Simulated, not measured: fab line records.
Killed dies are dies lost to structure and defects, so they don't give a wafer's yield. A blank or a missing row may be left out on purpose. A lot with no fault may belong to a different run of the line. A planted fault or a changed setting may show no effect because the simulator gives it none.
Which of the tools did it? :: flow n5 finfet :: 24 lots, 72 wafers sampled, at 3 steps of a route of 1938

## WHAT THE GAUGES READ, wafer by wafer
N5_BEOL_M1_CD_MEAS_11: the cd target is 17.05 nm. Usual: cd nm 17.03 nm, standard deviation 0.29.
lot: L074
measured: day 6 02:10
on: cd sem-03
cd nm (nm): 17.18 16.75 16.73
flag: 

lot: L075
measured: day 6 04:25
on: cd sem-01
cd nm (nm): 16.93 17.14 16.81
flag: 

lot: L076
measured: day 6 17:19
on: cd sem-02
cd nm (nm): 17.07 16.97 16.66
flag: 

lot: L077
measured: day 6 17:37
on: cd sem-03
cd nm (nm): 17.34 16.99 17.13
flag: 

lot: L078
measured: day 6 22:29
on: cd sem-03
cd nm (nm): 16.69 16.57 16.94
flag: 

lot: L079
measured: day 7 07:40
on: cd sem-02
cd nm (nm): 16.95 16.89 17.20
flag: 

lot: L080
measured: day 7 18:37
on: cd sem-03
cd nm (nm): 16.91 17.21 16.83
flag: 

lot: L081
measured: day 7 23:09
on: cd sem-02
cd nm (nm): 17.22 17.23 17.27
flag: 

lot: L082
measured: day 8 02:40
on: cd sem-03
cd nm (nm): 16.74 17.16 16.96
flag: 

lot: L083
measured: day 8 05:30
on: cd sem-01
cd nm (nm): 16.54 16.81 16.69
flag: 

lot: L084
measured: day 8 12:02
on: cd sem-03
cd nm (nm): 17.51 17.19 17.42
flag: 

lot: L085
measured: day 8 17:01
on: cd sem-02
cd nm (nm): 17.30 16.69 16.92
flag: 

lot: L086
measured: day 9 04:14
on: cd sem-03
cd nm (nm): 17.00 16.86 16.87
flag: 

lot: L087
measured: day 9 12:56
on: cd sem-01
cd nm (nm): 16.52 16.96 16.95
flag: 

lot: L088
measured: day 9 16:58
on: cd sem-03
cd nm (nm): 17.42 17.02 16.94
flag: 

lot: L089
measured: day 10 01:37
on: cd sem-03
cd nm (nm): 17.23 16.99 16.75
flag: 

lot: L090
measured: day 10 02:43
on: cd sem-02
cd nm (nm): 17.03 17.34 17.27
flag: 

lot: L091
measured: day 10 12:21
on: cd sem-03
cd nm (nm): 16.57 16.45 16.78
flag: 

lot: L093
measured: day 10 21:09
on: cd sem-01
cd nm (nm): 16.96 17.01 17.11
flag: 

lot: L092
measured: day 11 03:19
on: cd sem-01
cd nm (nm): 17.09 17.39 17.37
flag: 

lot: L094
measured: day 11 06:56
on: cd sem-03
cd nm (nm): 17.30 17.20 17.21
flag: 

lot: L095
measured: day 11 09:37
on: cd sem-01
cd nm (nm): 17.17 17.62 17.15
flag: 

lot: L096
measured: day 11 19:07
on: cd sem-03
cd nm (nm): 16.78 16.75 16.72
flag: 

lot: L097
measured: day 11 19:31
on: cd sem-02
cd nm (nm): 16.86 16.80 16.87
flag: 

N5_BEOL_M1_OVL_MEAS_29. Usual: V0_OVL gives -0.5 nm (standard deviation 0.66).
lot: L074
measured: day 6 03:07
on: overlay-02
V0_OVL (nm): -0.2 -0.4 -0.2
flag: 

lot: L075
measured: day 6 05:36
on: overlay-01
V0_OVL (nm): 0.2 -0.5 0.6
flag: 

lot: L076
measured: day 6 18:28
on: overlay-02
V0_OVL (nm): -1.2 0.1 -1.6
flag: 

lot: L077
measured: day 6 18:46
on: overlay-02
V0_OVL (nm): -1.2 -0.3 -0.7
flag: 

lot: L078
measured: day 6 23:31
on: overlay-01
V0_OVL (nm): -0.8 -0.9 -0.2
flag: 

lot: L079
measured: day 7 08:40
on: overlay-01
V0_OVL (nm): -0.1 -0.7 -0.7
flag: 

lot: L080
measured: day 7 19:45
on: overlay-02
V0_OVL (nm): -2.3 -1.2 -1.4
flag: 

lot: L081
measured: day 8 00:17
on: overlay-02
V0_OVL (nm): -1.1 -1.5 -1.0
flag: 

lot: L082
measured: day 8 03:34
on: overlay-01
V0_OVL (nm): 0.2 -0.4 -0.1
flag: 

lot: L083
measured: day 8 07:07
on: overlay-02
V0_OVL (nm): -2.0 -1.8 -1.1
flag: 

lot: L084
measured: day 8 13:05
on: overlay-02
V0_OVL (nm): -0.5 -0.1 -0.1
flag: 

lot: L085
measured: day 8 18:02
on: overlay-01
V0_OVL (nm): -0.4 -1.1 -0.9
flag: 

lot: L086
measured: day 9 05:16
on: overlay-01
V0_OVL (nm): 0.5 -0.6 -2.0
flag: 

lot: L087
measured: day 9 13:59
on: overlay-01
V0_OVL (nm): -0.1 -0.1 0.0
flag: 

lot: L088
measured: day 9 17:52
on: overlay-01
V0_OVL (nm): 0.1 -0.8 -1.0
flag: 

lot: L089
measured: day 10 02:39
on: overlay-01
V0_OVL (nm): -0.1 0.2 0.3
flag: 

lot: L090
measured: day 10 03:50
on: overlay-01
V0_OVL (nm): -0.8 0.3 -1.0
flag: 

lot: L091
measured: day 10 13:24
on: overlay-01
V0_OVL (nm): -0.8 -1.0 -0.5
flag: 

lot: L093
measured: day 10 22:04
on: overlay-01
V0_OVL (nm): -0.8 -0.3 -1.4
flag: 

lot: L092
measured: day 11 04:13
on: overlay-02
V0_OVL (nm): 0.4 -0.3 0.3
flag: 

lot: L094
measured: day 11 08:21
on: overlay-01
V0_OVL (nm): -0.8 -1.9 -0.2
flag: 

lot: L095
measured: day 11 10:44
on: overlay-02
V0_OVL (nm): -0.1 -0.5 -0.3
flag: 

lot: L096
measured: day 11 20:28
on: overlay-02
V0_OVL (nm): 0.2 -0.3 0.4
flag: 

lot: L097
measured: day 11 20:38
on: overlay-01
V0_OVL (nm): 0.9 0.8 0.4
flag: 

N5_BEOL_M1_INSPECT_30: inspects for defects (brightfield). Usual: raw defect count 412, standard deviation 95.
lot: L074
measured: day 6 03:11
on: defect inspect-01
raw defect count: 420 434 367
flag: 

lot: L075
measured: day 6 05:40
on: defect inspect-02
raw defect count: 377 494 393
flag: 

lot: L076
measured: day 6 18:31
on: defect inspect-02
raw defect count: 431 345 299
flag: 

lot: L077
measured: day 6 18:49
on: defect inspect-01
raw defect count: 441 343 326
flag: 

lot: L078
measured: day 6 23:34
on: defect inspect-01
raw defect count: 395 442 249
flag: 

lot: L079
measured: day 7 08:43
on: defect inspect-01
raw defect count: 628 476 481
flag: 

lot: L080
measured: day 7 19:49
on: defect inspect-01
raw defect count: 610 410 475
flag: 

lot: L081
measured: day 8 00:20
on: defect inspect-02
raw defect count: 512 645 555
flag: 

lot: L082
measured: day 8 03:37
on: defect inspect-01
raw defect count: 410 575 435
flag: 

lot: L083
measured: day 8 07:10
on: defect inspect-02
raw defect count: 366 261 415
flag: 

lot: L084
measured: day 8 13:07
on: defect inspect-01
raw defect count: 351 464 412
flag: 

lot: L085
measured: day 8 18:05
on: defect inspect-01
raw defect count: 365 342 660
flag: 

lot: L086
measured: day 9 05:19
on: defect inspect-01
raw defect count: 380 530 443
flag: 

lot: L087
measured: day 9 14:02
on: defect inspect-01
raw defect count: 342 402 374
flag: 

lot: L088
measured: day 9 17:56
on: defect inspect-01
raw defect count: 438 353 351
flag: 

lot: L089
measured: day 10 02:42
on: defect inspect-02
raw defect count: 380 425 448
flag: 

lot: L090
measured: day 10 03:53
on: defect inspect-02
raw defect count: 378 390 330
flag: 

lot: L091
measured: day 10 13:26
on: defect inspect-02
raw defect count: 253 333 393
flag: 

lot: L093
measured: day 10 22:07
on: defect inspect-02
raw defect count: 507 486 508
flag: 

lot: L092
measured: day 11 04:17
on: defect inspect-02
raw defect count: 346 351 248
flag: 

lot: L094
measured: day 11 08:25
on: defect inspect-02
raw defect count: 421 558 429
flag: 

lot: L095
measured: day 11 10:49
on: defect inspect-01
raw defect count: 399 463 385
flag: 

lot: L096
measured: day 11 20:32
on: defect inspect-01
raw defect count: 413 461 335
flag: 

lot: L097
measured: day 11 20:42
on: defect inspect-01
raw defect count: 315 473 462
flag: 

## WHAT TOOL EACH LOT RAN ON (gives the tool, then ch and the chambers of the sampled wafers, and finally the start)
Before these readings, the record contains no process step.

## AS READ BY THE TOOLS THEMSELVES (means over the sampled wafers that have a number; for cases with no such wafer, the mark the record gives instead)
The record holds no such reading with a usual standard deviation.

## THE ANSWER, worked out from the rows above alone
Rule: a lot counts as off when the mean over its wafers that have a number is more than 3 standard deviations away from the usual mean. A lot without any number at a reading at which 4 lots or more have one is off too. Where the step has rows for the other lots, those lots are counted as sound. Order of review: gauges by route order, followed by the tools' own readings, for which a lot's mean as printed above is used. The first step at which some lot is off is used, and at that step the reading that is off furthest; a lot without a number counts as furthest.
No lot is off at any reading shown: from this, nothing can be told.

## WHAT THE SIMULATOR HAD INSERTED
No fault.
